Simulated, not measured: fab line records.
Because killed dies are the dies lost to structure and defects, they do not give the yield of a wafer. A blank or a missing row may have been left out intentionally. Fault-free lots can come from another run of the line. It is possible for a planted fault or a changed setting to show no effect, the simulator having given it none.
Split-lot trial || flow n5_finfet || 21 wafers read across 7 lots, on a route 1938 steps long

== ABOUT THE SPLIT ==
At N5_BEOL_M2_VIA_ETCH_34 (etches the open film in C4F6/O2, target depth 69.4 nm, time 65.9 s), the setting source_w was moved away from the recipe's 350 W on 4 of the 21 wafers read, by -11.7% to +6.9%. This setting was run at the recipe's value on the other wafers.

The reading is taken at the split's own step.

== THE READING ==
rf_vpp_V, in V, at N5_BEOL_M2_VIA_ETCH_34 (etches the open film in C4F6/O2, target depth 69.4 nm, time 65.9 s). On this fab line, fault-free wafers typically give 667 V with a standard deviation of 5.1 V.

{"wafer": "L075.2", "tool, chamber at the split": "rie_diel-06, 1", "source_w as run, W": 350, "against the recipe": "recipe", "rf_vpp_V, V": 668, "against lot-mates on the recipe": "-"}
{"wafer": "L075.3", "tool, chamber at the split": "rie_diel-06, 2", "source_w as run, W": 350, "against the recipe": "recipe", "rf_vpp_V, V": 673, "against lot-mates on the recipe": "-"}
{"wafer": "L075.6", "tool, chamber at the split": "rie_diel-06, 3", "source_w as run, W": 374, "against the recipe": "+6.9%", "rf_vpp_V, V": 650, "against lot-mates on the recipe": -20}
{"wafer": "L081.2", "tool, chamber at the split": "rie_diel-03, 3", "source_w as run, W": 350, "against the recipe": "recipe", "rf_vpp_V, V": 667, "against lot-mates on the recipe": "-"}
{"wafer": "L081.3", "tool, chamber at the split": "rie_diel-03, 0", "source_w as run, W": 350, "against the recipe": "recipe", "rf_vpp_V, V": 667, "against lot-mates on the recipe": "-"}
{"wafer": "L081.6", "tool, chamber at the split": "rie_diel-03, 3", "source_w as run, W": 350, "against the recipe": "recipe", "rf_vpp_V, V": 668, "against lot-mates on the recipe": "-"}
{"wafer": "L082.2", "tool, chamber at the split": "rie_diel-05, 1", "source_w as run, W": 350, "against the recipe": "recipe", "rf_vpp_V, V": 672, "against lot-mates on the recipe": "-"}
{"wafer": "L082.5", "tool, chamber at the split": "rie_diel-05, 3", "source_w as run, W": 350, "against the recipe": "recipe", "rf_vpp_V, V": 669, "against lot-mates on the recipe": "-"}
{"wafer": "L082.6", "tool, chamber at the split": "rie_diel-05, 0", "source_w as run, W": 350, "against the recipe": "recipe", "rf_vpp_V, V": 661, "against lot-mates on the recipe": "-"}
{"wafer": "L083.2", "tool, chamber at the split": "rie_diel-03, 1", "source_w as run, W": 317.9, "against the recipe": "-9.2%", "rf_vpp_V, V": 707, "against lot-mates on the recipe": "+40"}
{"wafer": "L083.3", "tool, chamber at the split": "rie_diel-03, 3", "source_w as run, W": 350, "against the recipe": "recipe", "rf_vpp_V, V": 667, "against lot-mates on the recipe": "-"}
{"wafer": "L083.4", "tool, chamber at the split": "rie_diel-03, 2", "source_w as run, W": 317.9, "against the recipe": "-9.2%", "rf_vpp_V, V": 690, "against lot-mates on the recipe": "+23"}
{"wafer": "L086.2", "tool, chamber at the split": "rie_diel-06, 2", "source_w as run, W": 350, "against the recipe": "recipe", "rf_vpp_V, V": 672, "against lot-mates on the recipe": "-"}
{"wafer": "L086.3", "tool, chamber at the split": "rie_diel-06, 3", "source_w as run, W": 350, "against the recipe": "recipe", "rf_vpp_V, V": 672, "against lot-mates on the recipe": "-"}
{"wafer": "L086.6", "tool, chamber at the split": "rie_diel-06, 0", "source_w as run, W": 350, "against the recipe": "recipe", "rf_vpp_V, V": 666, "against lot-mates on the recipe": "-"}
{"wafer": "L089.1", "tool, chamber at the split": "rie_diel-05, 2", "source_w as run, W": 350, "against the recipe": "recipe", "rf_vpp_V, V": 674, "against lot-mates on the recipe": "-"}
{"wafer": "L089.5", "tool, chamber at the split": "rie_diel-05, 1", "source_w as run, W": 350, "against the recipe": "recipe", "rf_vpp_V, V": 671, "against lot-mates on the recipe": "-"}
{"wafer": "L089.6", "tool, chamber at the split": "rie_diel-05, 0", "source_w as run, W": 350, "against the recipe": "recipe", "rf_vpp_V, V": 659, "against lot-mates on the recipe": "-"}
{"wafer": "L093.1", "tool, chamber at the split": "rie_diel-06, 0", "source_w as run, W": 350, "against the recipe": "recipe", "rf_vpp_V, V": 666, "against lot-mates on the recipe": "-"}
{"wafer": "L093.3", "tool, chamber at the split": "rie_diel-06, 1", "source_w as run, W": 309, "against the recipe": "-11.7%", "rf_vpp_V, V": 710, "against lot-mates on the recipe": "+44"}
{"wafer": "L093.4", "tool, chamber at the split": "rie_diel-06, 1", "source_w as run, W": 350, "against the recipe": "recipe", "rf_vpp_V, V": 667, "against lot-mates on the recipe": "-"}

FIT RESULTS
A straight line over all 21 wafers: rf_vpp_V changes by -3.3 V for each +1% of source_w; r = -0.94; the points scatter about the line by 4.8 V.
The same after taking each lot's own level away (the mean of its wafers on the recipe; 21 wafers): -3.47 V for each +1%; r = -0.95; scatter 4.5 V.
According to that fit, moving source_w by its largest amount changes the reading by 41 V.
From 666.5 to 670.5 V: that is the span of the lots' own levels, equal to 0.8 times the standard deviation above.
The two slopes agree, so the slope changes little with the lot-to-lot level.
Check: with one of the wafers moved furthest among these (-11.7%) left out of the fit, the line predicts +39.2 V for it against its lot-mates. Against them it came out at +43.5 V.
Tool readings at the split's step, against how far the setting was moved: rf_vpp_V r = -0.94.

== THE FILE'S OWN FIT ==
rf_vpp_V changes by -3.49 V for each +1% of source_w, r = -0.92.
